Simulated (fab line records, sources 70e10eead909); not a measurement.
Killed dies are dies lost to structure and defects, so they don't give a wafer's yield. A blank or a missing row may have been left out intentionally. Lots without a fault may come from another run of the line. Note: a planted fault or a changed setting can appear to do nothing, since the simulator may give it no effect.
A lot that was struck, set against a sound lot :: flow nand-harc :: 24 steps out of a route of 1302
Sound: these wafers, L373.1, L373.2, L373.3. Wafers struck: L354.1, L354.2, L354.4. Last of all comes the cause.
For every step that has rows: the tool of each side, followed by ch and its chambers, followed by its first start. Under that, the readings that differ: sound wafers :: struck wafers :: difference of the means :: sigmas: that difference in standard deviations of wafers without a fault.
alike: readings whose means differ by less than 2 such deviations, and words and numbers that are the same on both sides. not compared: withheld readings, readings that some wafer has no value for, bounds like >300 that may hide the same value, and numbers for which the record gives no deviation and whose values overlap.
The two part at a step that has a row with sigmas, a row that says differs or no value, or rows on one side only. When numbers do not overlap yet have no deviation, they are printed without sigmas and do not part them. A reading missing from all wafers of one side parts the sides only when that side holds two or more wafers.

first, 8 steps without rows for these wafers: NHARC_A_CHANNEL_HOLE_D2_DESCUM_15 (chemistry O2, time 3 s); NHARC_A_CHANNEL_HOLE_D2_ETCH_38 (etches the open film in CF4, target depth 39 nm, time 65 s); NHARC_A_CHANNEL_HOLE_D2_ETCH_39 (etches the open film in N2/H2, target depth 260 nm, time 325 s); NHARC_A_CHANNEL_HOLE_D2_ETCH_34 (etches the open film in CF4/CHF3, target depth 154 nm, time 77 s); NHARC_A_CHANNEL_HOLE_D2_ETCH_16 (etches the open film in O2/COS, target depth 3100 nm, time 806 s); NHARC_A_CHANNEL_HOLE_D2_ETCH_19 (etches the open film in C4F8/O2/Ar, time 34.5 s); NHARC_A_CHANNEL_HOLE_D2_ETCH_20 (etches the open film in C4F8/O2/Ar, time 361.9 s, target depth 1600 nm); NHARC_A_CHANNEL_HOLE_D2_ETCH_21 (etches the open film in C4F8/O2/Ar, time 514.3 s, target depth 1600 nm).
NHARC_A_CHANNEL_HOLE_D2_ETCH_22: etches the open film in C4F8/O2/Ar, time 666.7 s, target depth 1600 nm.
  sound on har-etch-01 ch 0,1, day 22 14:58; struck on har-etch-01 ch 0,1, day 15 01:41
  no value came back on the struck wafers for any of 6 readings (c4f8-flow-sccm (sccm), chamber-pressure-mTorr (mTorr) and others); on the sound wafers c4f8-flow-sccm (sccm) reads 89.05 88.93 89.31
  not compared: rf-hours-counter-h
then, 8 steps without rows for these wafers: NHARC_A_CHANNEL_HOLE_D2_ETCH_23 (etches the open film in C4F8/O2/Ar, time 819 s, target depth 1600 nm); NHARC_A_CHANNEL_HOLE_D2_ETCH_24 (etches the open film in C4F8/O2/Ar, time 906.2 s, target depth 1500 nm); NHARC_A_CHANNEL_HOLE_D2_ETCH_25 (etches the open film in C4F8/O2/Ar, time 1040.2 s, target depth 1500 nm); NHARC_A_CHANNEL_HOLE_D2_ETCH_26 (etches the open film in C4F8/O2/Ar, time 224.1 s, target depth 300 nm); NHARC_A_CHANNEL_HOLE_D2_ETCH_27 (etches the open film in C4F8/O2/Ar, time 90 s, target depth 400 nm); NHARC_A_CHANNEL_HOLE_D2_STRIP_41 (strips in N2/H2); NHARC_A_CHANNEL_HOLE_D2_STRIP_42 (strips in CF4/CHF3); NHARC_A_CHANNEL_HOLE_D2_STRIP_43 (strips in O2/COS).
NHARC_A_CHANNEL_HOLE_D2_ETCH_44: etches the open film in CF4/O2, target depth 140 nm, overetch 14 nm, time 77 s.
  sound on rie-diel-05 ch 1,2,3, day 22 18:50; struck on rie-diel-09 ch 1,2,3, day 15 05:31
reading: rf-hours-counter-h (h)
sound: 8.3 7.3 6.2
struck: 0.8 0.8 0.8
difference: -6.5
sigmas: 

reading: model.A_CHANNEL_HOLE_D2.cd-nm (nm)
sound: 92.79 90.56 90.26
struck: 95.25 97.8 100.7
difference: +6.71
sigmas: 
  alike: bias-w, cf4-flow-sccm, drypump-motor-current-A, mfc-ar-sccm, oes-product-au, rf-vpp-V, showerhead-plenum-p-Torr, throttle-valve-pct
then, 3 steps without rows for these wafers: NHARC_A_CHANNEL_HOLE_D2_STRIP_28 (strips in O2); NHARC_A_CHANNEL_HOLE_D2_PRECLEAN_29 (cleans in SC1); NHARC_A_CHANNEL_HOLE_D2_SRD_30.
NHARC_A_CHANNEL_HOLE_D2_CD_MEAS_31:
  sound on cd-sem-02 at day 22 19:38; struck on cd-sem-01 at day 15 06:20
reading: cd-nm (nm)
sound: 92.3 90.4 90.4
struck: 1.1 -0.2 0.6
difference: -90.5
sigmas: -60
NHARC_A_CHANNEL_HOLE_D2_XSEM_32:
  sound on xsem-02 ch 0, day 22 19:43; struck on xsem-02 ch 0, day 15 06:25
reading: bot-cd-nm (nm)
sound: 78.0 76.0 75.3
struck: 1.3 0.1 0.4
difference: -75.8
sigmas: -47

reading: bow-nm (nm)
sound: 8.82 8.82 8.85
struck: 0.56 0.57 0.56
difference: -8.27
sigmas: -36
  alike: tilt-deg
-- record jumps: 11 days between struck wafers' starts before vs after; left off in module A_CHANNEL_HOLE_D2, resumes in module END, first step shown is number 1302 of the route --
NHARC_END_SORT_01:
  here the record holds rows for the struck wafers (prober-01 ch 0, day 26 06:53) but none for the sound ones

## WHERE THEY PART
Earliest at NHARC_A_CHANNEL_HOLE_D2_ETCH_22; latest, in this record, at NHARC_END_SORT_01.

WHY: what the simulator had put in
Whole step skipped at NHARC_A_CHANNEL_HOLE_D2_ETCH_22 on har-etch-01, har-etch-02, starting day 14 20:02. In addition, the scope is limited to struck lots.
